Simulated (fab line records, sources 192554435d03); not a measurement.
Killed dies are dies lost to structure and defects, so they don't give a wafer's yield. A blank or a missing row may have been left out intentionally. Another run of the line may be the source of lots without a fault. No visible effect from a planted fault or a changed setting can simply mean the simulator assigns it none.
What tool caused it? || flow n5 finfet || 10 lots with 30 wafers sampled at 5 steps, on a route of 1938 steps

WHAT EACH GAUGE READ, for each wafer
N5_BEOL_M9_CD_MEAS_11: the cd target is 64.1 nm. Usual: cd nm at 64.2 nm, with a standard deviation of 0.53.
{"lot": "L652", "measured": "day 11 17:14", "on": "cd sem-01", "cd nm (nm)": "64.1 64.0 63.7", "flag": ""}
{"lot": "L656", "measured": "day 12 13:59", "on": "cd sem-03", "cd nm (nm)": "64.4 64.0 64.5", "flag": ""}
{"lot": "L659", "measured": "day 13 15:18", "on": "cd sem-01", "cd nm (nm)": "63.6 63.7 63.9", "flag": ""}
{"lot": "L662", "measured": "day 13 19:37", "on": "cd sem-03", "cd nm (nm)": "64.0 64.3 64.6", "flag": ""}
{"lot": "L665", "measured": "day 14 19:13", "on": "cd sem-03", "cd nm (nm)": "63.3 64.0 63.7", "flag": ""}
{"lot": "L664", "measured": "day 14 19:48", "on": "cd sem-01", "cd nm (nm)": "63.8 63.7 63.8", "flag": ""}
{"lot": "L668", "measured": "day 15 16:20", "on": "cd sem-03", "cd nm (nm)": "63.7 63.6 62.9", "flag": ""}
{"lot": "L666", "measured": "day 15 18:27", "on": "cd sem-02", "cd nm (nm)": "64.4 64.0 64.3", "flag": ""}
{"lot": "L669", "measured": "day 15 21:32", "on": "cd sem-03", "cd nm (nm)": "64.6 65.2 64.9", "flag": ""}
{"lot": "L670", "measured": "day 15 22:29", "on": "cd sem-02", "cd nm (nm)": "63.8 65.0 64.7", "flag": ""}

N5_BEOL_M9_INSPECT_30: inspects for defects (brightfield). Usual: raw defect count at 394, with a standard deviation of 91.
{"lot": "L652", "measured": "day 11 19:44", "on": "defect inspect-02", "raw defect count": "456 543 980", "flag": ""}
{"lot": "L656", "measured": "day 12 15:10", "on": "defect inspect-01", "raw defect count": "392 325 802", "flag": ""}
{"lot": "L659", "measured": "day 13 17:44", "on": "defect inspect-02", "raw defect count": "469 392 484", "flag": ""}
{"lot": "L662", "measured": "day 13 22:25", "on": "defect inspect-02", "raw defect count": "395 341 450", "flag": ""}
{"lot": "L665", "measured": "day 14 22:25", "on": "defect inspect-01", "raw defect count": "461 365 400", "flag": ""}
{"lot": "L664", "measured": "day 14 22:50", "on": "defect inspect-01", "raw defect count": "406 384 342", "flag": ""}
{"lot": "L668", "measured": "day 15 17:32", "on": "defect inspect-01", "raw defect count": "383 372 439", "flag": ""}
{"lot": "L666", "measured": "day 15 19:56", "on": "defect inspect-02", "raw defect count": "420 406 388", "flag": ""}
{"lot": "L669", "measured": "day 15 23:24", "on": "defect inspect-01", "raw defect count": "418 315 295", "flag": ""}
{"lot": "L670", "measured": "day 16 00:43", "on": "defect inspect-02", "raw defect count": "293 316 281", "flag": ""}

WHAT TOOL EACH LOT RAN ON (gives the tool, then ch and the chambers of the sampled wafers, and finally the start)
{"lot": "L652", "N5_BEOL_M9_ETCH_61": "rie diel-05 ch 1,2,3, day 11 17:39", "N5_BEOL_M9_HM_OPEN_17": "rie metal-01 ch 0,1, day 11 17:53", "N5_BEOL_M9_STRIP_19": "rie diel-02 ch 0,1,2, day 11 18:00"}
{"lot": "L656", "N5_BEOL_M9_ETCH_61": "rie diel-05 ch 1,2,3, day 12 14:07", "N5_BEOL_M9_HM_OPEN_17": "rie metal-03 ch 0,1, day 12 14:21", "N5_BEOL_M9_STRIP_19": "rie diel-05 ch 0,2,3, day 12 14:28"}
{"lot": "L659", "N5_BEOL_M9_ETCH_61": "rie diel-02 ch 0,1,3, day 13 15:26", "N5_BEOL_M9_HM_OPEN_17": "rie metal-02 ch 0,1, day 13 15:44", "N5_BEOL_M9_STRIP_19": "rie diel-06 ch 0,1,2, day 13 15:50"}
{"lot": "L662", "N5_BEOL_M9_ETCH_61": "rie diel-06 ch 0,1,3, day 13 19:44", "N5_BEOL_M9_HM_OPEN_17": "rie metal-01 ch 0,1, day 13 19:58", "N5_BEOL_M9_STRIP_19": "rie diel-06 ch 1,2,3, day 13 20:05"}
{"lot": "L665", "N5_BEOL_M9_ETCH_61": "rie diel-05 ch 0,1,3, day 14 19:21", "N5_BEOL_M9_HM_OPEN_17": "rie metal-03 ch 0,1, day 14 19:35", "N5_BEOL_M9_STRIP_19": "rie diel-05 ch 1,2,3, day 14 19:41"}
{"lot": "L664", "N5_BEOL_M9_ETCH_61": "rie diel-06 ch 0,1,3, day 14 19:55", "N5_BEOL_M9_HM_OPEN_17": "rie metal-02 ch 1, day 14 20:10", "N5_BEOL_M9_STRIP_19": "rie diel-05 ch 0,1, day 14 20:17"}
{"lot": "L668", "N5_BEOL_M9_ETCH_61": "rie diel-02 ch 0,2,3, day 15 16:33", "N5_BEOL_M9_HM_OPEN_17": "rie metal-02 ch 1, day 15 16:47", "N5_BEOL_M9_STRIP_19": "rie diel-02 ch 0,3, day 15 16:54"}
{"lot": "L666", "N5_BEOL_M9_ETCH_61": "rie diel-05 ch 0,1,3, day 15 18:34", "N5_BEOL_M9_HM_OPEN_17": "rie metal-03 ch 0,1, day 15 18:50", "N5_BEOL_M9_STRIP_19": "rie diel-06 ch 0,1,3, day 15 18:55"}
{"lot": "L669", "N5_BEOL_M9_ETCH_61": "rie diel-05 ch 0,1, day 15 21:40", "N5_BEOL_M9_HM_OPEN_17": "rie metal-01 ch 0,1, day 15 22:01", "N5_BEOL_M9_STRIP_19": "rie diel-05 ch 0,1, day 15 22:08"}
{"lot": "L670", "N5_BEOL_M9_ETCH_61": "rie diel-06 ch 1,2,3, day 15 22:50", "N5_BEOL_M9_HM_OPEN_17": "rie metal-01 ch 0,1, day 15 23:04", "N5_BEOL_M9_STRIP_19": "rie diel-06 ch 0,1, day 15 23:11"}
- N5_BEOL_M9_ETCH_61: etches SiARC in CF4, target depth 39 nm, time 65 s.
- N5_BEOL_M9_HM_OPEN_17: chemistry Cl2/BCl3, target TiN, target depth 20 nm, overetch 6 nm.
- N5_BEOL_M9_STRIP_19: strips in O2.

AS READ BY THE TOOLS THEMSELVES (means over the sampled wafers that have a number; for cases with no such wafer, the mark the record gives instead)
N5_BEOL_M9_ETCH_61. Usual: cf4 flow sccm 99.97 sccm, standard deviation 0.3; drypump motor current A 5.7 A, standard deviation 0.32; etch rf on time s 64.6 s, standard deviation 0.93; oes product au 0.67 a.u., standard deviation 0.065; rf fwd power W 538.2 W, standard deviation 2.7; rf vpp V 183.8 V, standard deviation 1.3; showerhead plenum p Torr 2.13 Torr, standard deviation 0.09; throttle valve pct 15.68 %, standard deviation 0.27.
{"lot": "L652", "tool": "rie diel-05", "cf4 flow sccm (sccm)": 100.01, "drypump motor current A (A)": 5.6, "etch rf on time s (s)": 63.7, "oes product au (a.u.)": 0.70, "rf fwd power W (W)": 536.1, "rf vpp V (V)": 184.5, "showerhead plenum p Torr (Torr)": 2.13, "throttle valve pct (%)": 15.50, "flag": ""}
{"lot": "L656", "tool": "rie diel-05", "cf4 flow sccm (sccm)": 99.93, "drypump motor current A (A)": 5.6, "etch rf on time s (s)": 64.5, "oes product au (a.u.)": 0.69, "rf fwd power W (W)": 537.0, "rf vpp V (V)": 183.3, "showerhead plenum p Torr (Torr)": 2.13, "throttle valve pct (%)": 15.51, "flag": ""}
{"lot": "L659", "tool": "rie diel-02", "cf4 flow sccm (sccm)": 99.80, "drypump motor current A (A)": 5.8, "etch rf on time s (s)": 65.0, "oes product au (a.u.)": 0.68, "rf fwd power W (W)": 538.9, "rf vpp V (V)": 184.7, "showerhead plenum p Torr (Torr)": 2.18, "throttle valve pct (%)": 15.69, "flag": ""}
{"lot": "L662", "tool": "rie diel-06", "cf4 flow sccm (sccm)": 100.11, "drypump motor current A (A)": 5.6, "etch rf on time s (s)": 63.9, "oes product au (a.u.)": 0.69, "rf fwd power W (W)": 539.0, "rf vpp V (V)": 184.5, "showerhead plenum p Torr (Torr)": 2.16, "throttle valve pct (%)": 15.69, "flag": ""}
{"lot": "L665", "tool": "rie diel-05", "cf4 flow sccm (sccm)": 99.58, "drypump motor current A (A)": 5.6, "etch rf on time s (s)": 65.0, "oes product au (a.u.)": 0.68, "rf fwd power W (W)": 538.3, "rf vpp V (V)": 183.2, "showerhead plenum p Torr (Torr)": 2.10, "throttle valve pct (%)": 15.60, "flag": ""}
{"lot": "L664", "tool": "rie diel-06", "cf4 flow sccm (sccm)": 99.66, "drypump motor current A (A)": 5.6, "etch rf on time s (s)": 64.6, "oes product au (a.u.)": 0.68, "rf fwd power W (W)": 540.0, "rf vpp V (V)": 184.1, "showerhead plenum p Torr (Torr)": 2.16, "throttle valve pct (%)": 15.71, "flag": ""}
{"lot": "L668", "tool": "rie diel-02", "cf4 flow sccm (sccm)": 99.84, "drypump motor current A (A)": 5.5, "etch rf on time s (s)": 65.3, "oes product au (a.u.)": 0.67, "rf fwd power W (W)": 538.9, "rf vpp V (V)": 183.6, "showerhead plenum p Torr (Torr)": 2.12, "throttle valve pct (%)": 15.59, "flag": ""}
{"lot": "L666", "tool": "rie diel-05", "cf4 flow sccm (sccm)": 99.91, "drypump motor current A (A)": 5.6, "etch rf on time s (s)": 64.4, "oes product au (a.u.)": 0.67, "rf fwd power W (W)": 539.8, "rf vpp V (V)": 184.2, "showerhead plenum p Torr (Torr)": 2.10, "throttle valve pct (%)": 15.61, "flag": ""}
{"lot": "L669", "tool": "rie diel-05", "cf4 flow sccm (sccm)": 100.07, "drypump motor current A (A)": 5.5, "etch rf on time s (s)": 64.3, "oes product au (a.u.)": 0.66, "rf fwd power W (W)": 539.7, "rf vpp V (V)": 183.5, "showerhead plenum p Torr (Torr)": 2.10, "throttle valve pct (%)": 15.66, "flag": ""}
{"lot": "L670", "tool": "rie diel-06", "cf4 flow sccm (sccm)": 100.04, "drypump motor current A (A)": 5.7, "etch rf on time s (s)": 65.2, "oes product au (a.u.)": 0.65, "rf fwd power W (W)": 538.8, "rf vpp V (V)": 183.9, "showerhead plenum p Torr (Torr)": 2.09, "throttle valve pct (%)": 15.83, "flag": ""}

N5_BEOL_M9_HM_OPEN_17. Usual: drypump motor current A 5.8 A, standard deviation 0.34; oes product au 0.68 a.u., standard deviation 0.085; rf fwd power W 993 W, standard deviation 3.2; throttle valve pct 22.14 %, standard deviation 0.15.
{"lot": "L652", "tool": "rie metal-01", "drypump motor current A (A)": 6.1, "oes product au (a.u.)": 0.67, "rf fwd power W (W)": 994, "throttle valve pct (%)": 22.04, "flag": ""}
{"lot": "L656", "tool": "rie metal-03", "drypump motor current A (A)": 5.5, "oes product au (a.u.)": 0.71, "rf fwd power W (W)": 988, "throttle valve pct (%)": 22.14, "flag": ""}
{"lot": "L659", "tool": "rie metal-02", "drypump motor current A (A)": 5.4, "oes product au (a.u.)": 0.66, "rf fwd power W (W)": 992, "throttle valve pct (%)": 22.34, "flag": ""}
{"lot": "L662", "tool": "rie metal-01", "drypump motor current A (A)": 6.2, "oes product au (a.u.)": 0.60, "rf fwd power W (W)": 994, "throttle valve pct (%)": 22.07, "flag": ""}
{"lot": "L665", "tool": "rie metal-03", "drypump motor current A (A)": 5.5, "oes product au (a.u.)": 0.66, "rf fwd power W (W)": 993, "throttle valve pct (%)": 22.24, "flag": ""}
{"lot": "L664", "tool": "rie metal-02", "drypump motor current A (A)": 5.7, "oes product au (a.u.)": 0.75, "rf fwd power W (W)": 990, "throttle valve pct (%)": 22.18, "flag": ""}
{"lot": "L668", "tool": "rie metal-02", "drypump motor current A (A)": 5.7, "oes product au (a.u.)": 0.75, "rf fwd power W (W)": 995, "throttle valve pct (%)": 22.17, "flag": ""}
{"lot": "L666", "tool": "rie metal-03", "drypump motor current A (A)": 5.6, "oes product au (a.u.)": 0.68, "rf fwd power W (W)": 994, "throttle valve pct (%)": 22.15, "flag": ""}
{"lot": "L669", "tool": "rie metal-01", "drypump motor current A (A)": 6.1, "oes product au (a.u.)": 0.75, "rf fwd power W (W)": 992, "throttle valve pct (%)": 21.97, "flag": ""}
{"lot": "L670", "tool": "rie metal-01", "drypump motor current A (A)": 6.1, "oes product au (a.u.)": 0.75, "rf fwd power W (W)": 993, "throttle valve pct (%)": 21.97, "flag": ""}

N5_BEOL_M9_STRIP_19. Usual: drypump motor current A 5.7 A, standard deviation 0.35; oes product au 0.78 a.u., standard deviation 0.08; rf vpp V 3.6 V, standard deviation 0.67; showerhead plenum p Torr 2.08 Torr, standard deviation 0.075; throttle valve pct 16.67 %, standard deviation 0.24.
{"lot": "L652", "tool": "rie diel-02", "drypump motor current A (A)": 5.7, "oes product au (a.u.)": 0.84, "rf vpp V (V)": 4.5, "showerhead plenum p Torr (Torr)": 2.12, "throttle valve pct (%)": 16.66, "flag": ""}
{"lot": "L656", "tool": "rie diel-05", "drypump motor current A (A)": 5.9, "oes product au (a.u.)": 0.76, "rf vpp V (V)": 4.5, "showerhead plenum p Torr (Torr)": 2.09, "throttle valve pct (%)": 16.56, "flag": ""}
{"lot": "L659", "tool": "rie diel-06", "drypump motor current A (A)": 5.8, "oes product au (a.u.)": 0.73, "rf vpp V (V)": 3.5, "showerhead plenum p Torr (Torr)": 2.04, "throttle valve pct (%)": 17.01, "flag": ""}
{"lot": "L662", "tool": "rie diel-06", "drypump motor current A (A)": 5.7, "oes product au (a.u.)": 0.78, "rf vpp V (V)": 4.2, "showerhead plenum p Torr (Torr)": 2.05, "throttle valve pct (%)": 16.87, "flag": ""}
{"lot": "L665", "tool": "rie diel-05", "drypump motor current A (A)": 5.6, "oes product au (a.u.)": 0.79, "rf vpp V (V)": 4.1, "showerhead plenum p Torr (Torr)": 2.07, "throttle valve pct (%)": 16.58, "flag": ""}
{"lot": "L664", "tool": "rie diel-05", "drypump motor current A (A)": 5.5, "oes product au (a.u.)": 0.78, "rf vpp V (V)": 3.2, "showerhead plenum p Torr (Torr)": 2.04, "throttle valve pct (%)": 16.65, "flag": ""}
{"lot": "L668", "tool": "rie diel-02", "drypump motor current A (A)": 5.4, "oes product au (a.u.)": 0.83, "rf vpp V (V)": 3.9, "showerhead plenum p Torr (Torr)": 2.11, "throttle valve pct (%)": 16.52, "flag": ""}
{"lot": "L666", "tool": "rie diel-06", "drypump motor current A (A)": 5.6, "oes product au (a.u.)": 0.78, "rf vpp V (V)": 3.5, "showerhead plenum p Torr (Torr)": 2.11, "throttle valve pct (%)": 16.77, "flag": ""}
{"lot": "L669", "tool": "rie diel-05", "drypump motor current A (A)": 5.9, "oes product au (a.u.)": 0.73, "rf vpp V (V)": 2.9, "showerhead plenum p Torr (Torr)": 2.06, "throttle valve pct (%)": 16.71, "flag": ""}
{"lot": "L670", "tool": "rie diel-06", "drypump motor current A (A)": 5.8, "oes product au (a.u.)": 0.75, "rf vpp V (V)": 4.0, "showerhead plenum p Torr (Torr)": 2.10, "throttle valve pct (%)": 16.93, "flag": ""}

THE ANSWER, worked out from the rows above alone
Rule: a lot counts as off when the mean over its wafers that have a number is more than 3 standard deviations away from the usual mean. Also off: a lot with no number at a reading for which 4 or more lots have one. All remaining lots with rows at the step are treated as sound. After the gauges, taken in route order, come the tools' own readings; for these a lot's mean is taken, as printed above. The first step at which some lot is off is used, and at that step the reading that is off furthest; a lot without a number counts as furthest.
Nothing can be told from this: no lot is off at any reading shown.

WHAT WAS PUT IN BY THE SIMULATOR
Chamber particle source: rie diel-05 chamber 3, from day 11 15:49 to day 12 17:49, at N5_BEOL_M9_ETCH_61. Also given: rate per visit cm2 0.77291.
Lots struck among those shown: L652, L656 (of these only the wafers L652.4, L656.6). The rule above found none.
